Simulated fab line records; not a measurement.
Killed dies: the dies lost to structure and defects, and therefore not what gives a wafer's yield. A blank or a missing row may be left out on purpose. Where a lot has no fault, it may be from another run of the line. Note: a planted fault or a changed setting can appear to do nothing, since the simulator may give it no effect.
2 desks, one fault | flow n5 finfet | numbers are kept per desk, each desk with only its own; the story behind them comes last

== DESK OF THE TOOL OWNER: rie diel-03 ==
The tool's own readings at N5_BEOL_M3_ETCH_64 (etches SOC in N2/H2, target depth 75 nm, overetch 15 nm, time 112.5 s): means of the sampled wafers that have a number, for each lot that ran on this tool. The brackets show how far a lot's mean lies from the usual mean; more than 4 standard deviations puts the lot out of limits, marked OUT.
Columns: A = drypump motor current A at N5_BEOL_M3_ETCH_64, usual 5.81 A; B = oes product au at N5_BEOL_M3_ETCH_64, usual 0.62 a.u.; C = rf vpp V at N5_BEOL_M3_ETCH_64, usual 524.5 V; D = showerhead plenum p Torr at N5_BEOL_M3_ETCH_64, usual 2.57 Torr; E = throttle valve pct at N5_BEOL_M3_ETCH_64, usual 17.8 %
lot  | first seen here | A    | B    | C     | D    | E
L722 | day 7 01:37     | 5.59 | 0.69 | 525.2 | 2.60 | 17.8
L732 | day 9 13:26     | 6.08 | 0.61 | 525.9 | 2.63 | 17.6
This desk's verdict: no lot among the 2 shows anything out of limits.

== METROLOGY DESK ==
What the gauges read for every lot (on any tool): the sampled wafers with a number, averaged. The brackets show how far a lot's mean lies from the usual mean; more than 4 standard deviations puts the lot out of limits, marked OUT. Shown here are 7 of its 12 readings, the ones lying furthest out on some lot.
Columns: A = cd nm at N5_BEOL_M3_CD_MEAS_18, usual 18.1 nm; B = IOFF_N at N5_BEOL_M4_RC_MEAS_101, usual 0.16 nA/um; C = ION_N at N5_BEOL_M4_RC_MEAS_101, usual 675 uA/um; D = ION_P at N5_BEOL_M4_RC_MEAS_101, usual 463 uA/um; E = SS_N at N5_BEOL_M4_RC_MEAS_101, usual 71.6 mV/dec; F = VT_N at N5_BEOL_M4_RC_MEAS_101, usual 250 mV; G = VT_P at N5_BEOL_M4_RC_MEAS_101, usual -251 mV
lot  | first seen here | A    | B    | C   | D   | E    | F   | G
L722 | day 7 01:25     | 17.9 | 0.14 | 661 | 453 | 72.1 | 251 | -254
L723 | day 7 09:32     | 18.1 | 0.20 | 686 | 466 | 71.5 | 246 | -249
L726 | day 8 07:17     | 18.4 | 0.14 | 673 | 459 | 71.1 | 251 | -252
L732 | day 9 13:13     | 19.2 | 0.19 | 687 | 463 | 71.9 | 248 | -252
L736 | day 11 01:14    | 18.6 | 0.14 | 669 | 461 | 72.0 | 252 | -250
L737 | day 11 04:29    | 17.9 | 0.19 | 683 | 467 | 71.7 | 249 | -246
L738 | day 11 05:59    | 17.8 | 0.18 | 690 | 470 | 72.0 | 247 | -246
L739 | day 11 22:53    | 17.9 | 0.12 | 662 | 459 | 70.9 | 255 | -253
L744 | day 12 11:14    | 17.5 | 0.19 | 685 | 467 | 71.6 | 247 | -248
This desk's verdict: no lot among the 9 shows anything out of limits.

== PUT TOGETHER ==
The tool owner's desk saw nothing out of limits.
The metrology desk saw nothing out of limits.

== WHAT HAD BEEN PUT IN BY THE SIMULATOR ==
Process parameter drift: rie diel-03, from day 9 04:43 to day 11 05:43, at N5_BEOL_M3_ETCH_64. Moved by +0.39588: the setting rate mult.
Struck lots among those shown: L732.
